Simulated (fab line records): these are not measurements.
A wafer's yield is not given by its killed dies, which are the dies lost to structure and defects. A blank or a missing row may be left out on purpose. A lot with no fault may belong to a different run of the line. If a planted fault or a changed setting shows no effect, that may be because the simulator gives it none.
Chamber matching :: flow n5 finfet :: N5_BEOL_M1_CO_CAP_55 on cvd co-01 has 3 sister chambers
The step material Co, precursor CCTBA/H2, target thk 2 nm, time 102.1 s. 3 wafers are shown with their chamber, then 7 later ones without.

== EACH WAFER AND ITS CHAMBER ==
wafer: L080.2
chamber: 0
heater power w (W): 265

wafer: L080.5
chamber: 2
heater power w (W): 244

wafer: L093.5
chamber: 1
heater power w (W): 270

== WAFERS MISSING THEIR CHAMBER ==
wafer: L093.6
heater power w (W): 261

wafer: L094.2
heater power w (W): 274

wafer: L094.3
heater power w (W): 237

wafer: L094.5
heater power w (W): 239

wafer: L096.2
heater power w (W): 267

wafer: L096.4
heater power w (W): 261

wafer: L096.5
heater power w (W): 246

== WHICH CHAMBER EACH ONE RAN IN ==
wafer: L093.6
from the rows above: can't be placed: 0 or 1
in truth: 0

wafer: L094.2
from the rows above: can't be placed: 1 or 0
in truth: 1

wafer: L094.3
from the rows above: 2
in truth: 2

wafer: L094.5
from the rows above: 2
in truth: 2

wafer: L096.2
from the rows above: can't be placed: 0 or 1
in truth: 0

wafer: L096.4
from the rows above: can't be placed: 0 or 1
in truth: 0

wafer: L096.5
from the rows above: 2
in truth: 2
Correct placement for 3 of the 7. Cannot be placed on the basis of these rows: 4; the candidates contain the true chamber in 4. Wrongly placed: 0.
How it was worked out, from the rows above alone: a wafer's distance from a chamber is the root of the sum, over the readings, of the square of ((its reading less the chamber's mean) divided by the reading's scatter). If the next closest chamber is less than 2 further off than the closest, the wafer can't be placed; otherwise it belongs to the closest. A chamber's mean is the mean of its shown wafers. The scatter: with one shown wafer a chamber, the root of the mean of the squares of how far each hidden wafer lies from its nearest shown one.
